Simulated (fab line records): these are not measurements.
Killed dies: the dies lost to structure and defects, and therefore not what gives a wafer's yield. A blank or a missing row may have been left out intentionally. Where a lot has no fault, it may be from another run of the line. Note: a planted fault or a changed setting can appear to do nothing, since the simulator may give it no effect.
Matching of chambers -- flow n5 finfet -- N5_BEOL_M12_ETCH_59 on rie diel-01 has 4 sister chambers
The step etches BARC in N2/H2, target depth 89 nm, overetch 26.7 nm, time 67.9 s. 4 wafers are shown with their chamber, then 12 later ones without.

## WAFERS WITH THEIR CHAMBER
wafer,chamber,showerhead plenum p Torr (Torr)
L080.2,0,2.49
L087.1,3,2.67
L089.2,1,2.48
L089.5,2,2.65

## WAFERS MISSING THEIR CHAMBER
wafer,showerhead plenum p Torr (Torr)
L092.1,2.49
L092.2,2.67
L092.5,2.48
L094.2,2.65
L094.3,2.48
L094.4,2.47
L095.1,2.48
L095.4,2.64
L095.5,2.64
L097.1,2.47
L097.3,2.48
L097.5,2.48

## WHICH CHAMBER EACH WENT THROUGH
wafer,from the rows above,in truth
L092.1,can't be placed: 0 or 1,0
L092.2,3,3
L092.5,can't be placed: 1 or 0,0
L094.2,2,2
L094.3,can't be placed: 1 or 0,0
L094.4,can't be placed: 1 or 0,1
L095.1,can't be placed: 1 or 0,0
L095.4,2,2
L095.5,2,2
L097.1,can't be placed: 1 or 0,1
L097.3,can't be placed: 1 or 0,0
L097.5,can't be placed: 1 or 0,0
4 of 12 placed correctly. From these rows, 8 cannot be placed; in 8 the true chamber is one of the candidates. Wrongly placed: 0.
How it was worked out, from the rows above alone: a wafer's distance from a chamber is the root of the sum, over the readings, of the square of ((its reading less the chamber's mean) divided by the reading's scatter). If the next closest chamber is less than 2 further off than the closest, the wafer can't be placed; otherwise it belongs to the closest. A chamber's mean is the mean of its shown wafers. The scatter (one wafer shown for each chamber): square how far every hidden wafer sits from the nearest shown wafer, average those squares and take the square root.
